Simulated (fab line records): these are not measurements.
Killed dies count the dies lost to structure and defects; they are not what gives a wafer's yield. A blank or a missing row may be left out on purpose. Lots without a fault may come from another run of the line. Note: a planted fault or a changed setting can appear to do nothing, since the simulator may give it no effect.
Comparing a struck lot with a sound one :: flow n5-finfet :: 23 out of 1938 route steps
Sound: these wafers, L589.3, L589.5, L589.6. The struck wafers were L598.1, L598.4, L598.6. The cause comes at the end.
Order at every step that has rows: each side's tool, ch and its chambers, its first start. Under that, the readings that differ: sound wafers :: struck wafers :: difference of the means :: sigmas: that difference in standard deviations of wafers without a fault.
alike: same words and numbers on both sides, and readings whose means sit less than 2 such deviations apart. not compared: any withheld reading, any reading some wafer has no value for, any bound like >300 that may hide the same value, and any number with overlapping values for which the record gives no deviation.
Wherever a step has rows on one side only, a row that says differs or no value, or a row with sigmas, the two part there. Non-overlapping numbers with no deviation appear without sigmas and do not part them. A reading that every wafer of one side lacks parts them only if that side has two wafers or more.

first, 9 steps without rows for these wafers: N5_DUMMY_GATE_EXPOSE_12 (exposes mask GATE, target cd 25 nm); N5_DUMMY_GATE_PEB_13 (peb time 60 s); N5_DUMMY_GATE_DEVELOP_14 (develop time 30 s); N5_DUMMY_GATE_DESCUM_20 (chemistry O2, time 6.2 s); N5_DUMMY_GATE_ETCH_29 (etches underlayer in N2/H2, target depth 13 nm); N5_DUMMY_GATE_ETCH_36 (etches SiARC in CF4, target depth 13 nm); N5_DUMMY_GATE_ETCH_37 (etches SOC in N2/H2, target depth 60 nm, overetch 30 nm); N5_DUMMY_GATE_STRIP_38 (strips in N2/H2); N5_DUMMY_GATE_STRIP_39 (strips in N2/H2).
N5_DUMMY_GATE_TRIM_49: chemistry O2, time 29 s, target cd 14 nm.
  sound on rie-si-04 ch 0,1,3, day 4 10:05; struck on rie-si-03 ch 1,2,3, day 6 22:07
  no value came back on the struck wafers for any of 5 readings (O2_flow_sccm (sccm), bias-power-w (W) and others); on the sound wafers O2_flow_sccm (sccm) reads 99.6 100.0 100.0
reading: model.DUMMY_GATE.cd-nm (nm)
sound: 14 14 13.6
struck: 23 22.8 23.2
difference: +9
sigmas: 
  not compared: rf-hours-counter-h
then, 1 step without rows for these wafers: N5_DUMMY_GATE_STRIP_40 (strips in CF4).
N5_DUMMY_GATE_CD_MEAS_50 targets a cd of 14 nm.
  sound: cd-sem-03 at day 4 10:15; struck: cd-sem-02 at day 6 22:22
reading: cd-nm (nm)
sound: 13.8 14.1 13.8
struck: 23.1 23.0 23.0
difference: +9.1
sigmas: +27
then, 6 steps without rows for these wafers: N5_DUMMY_GATE_ETCH_31 (etches SiO2 in C4F6/O2, target depth 82.5 nm, time 27.5 s); N5_DUMMY_GATE_STRIP_41 (strips in O2); N5_DUMMY_GATE_HM_OPEN_21 (chemistry CH3F/O2, target SiNx, target depth 120 nm, time 171.4 s); N5_DUMMY_GATE_ETCH_32 (etches SiO2 in CF4, target depth 3.5 nm, time 3.9 s); N5_DUMMY_GATE_ETCH_23 (etches poly-Si in HBr/Cl2/O2, target depth 41 nm, time 22.3 s); N5_DUMMY_GATE_ETCH_44 (etches poly-Si in HBr/O2, stops on SiO2, target depth 127.5 nm).
N5_DUMMY_GATE_CD_MEAS_24 targets a cd of 15 nm.
  sound: cd-sem-02 at day 4 10:49; struck: cd-sem-01 at day 6 22:51
reading: cd-nm (nm)
sound: 14.9 14.8 14.5
struck: 24.2 24.1 23.9
difference: +9.3
sigmas: +25
N5_DUMMY_GATE_ETCH_42: etches SiO2 in CHF3/O2, target depth 3.5 nm, time 31 s.
  sound on rie-diel-05 ch 0,1, day 4 10:52; struck on rie-diel-05 ch 2,3, day 6 22:55
reading: oes-product-au (a.u.)
sound: 0.92 0.91 0.72
struck: 0.71 0.67 0.67
difference: -0.17
sigmas: -2

reading: model.DUMMY_GATE.cd-nm (nm)
sound: 15 15 14.4
struck: 23.8 23.8 24.2
difference: +9.1
sigmas: 
  alike: CHF3_flow_sccm, O2_flow_sccm, drypump-motor-current-A, rf-vpp-V, showerhead-plenum-p-Torr, throttle-valve-pct
  not compared: rf-hours-counter-h
then, 1 step without rows for these wafers: N5_DUMMY_GATE_STRIP_48 (strips in N2/H2, time 20 s).
N5_BEOL_M4_RC_MEAS_101:
  the record has rows for the sound wafers here (prober-01 ch 0, day 11 01:32) and none for the struck ones
-- a jump in the record: the struck wafers' starts before and after are 11 days apart (it breaks off in module BEOL_M4 and resumes in module PASSIVATION, where the first step shown is number 1936 of the route) --
N5_PASSIVATION_PROBE_49:
  only the struck wafers here have rows in the record (prober-01, day 18 08:36); the sound ones have none

WHERE THEY PART
First at N5_DUMMY_GATE_TRIM_49; last, within this record, at N5_PASSIVATION_PROBE_49.

WHY: the cause the simulator had injected
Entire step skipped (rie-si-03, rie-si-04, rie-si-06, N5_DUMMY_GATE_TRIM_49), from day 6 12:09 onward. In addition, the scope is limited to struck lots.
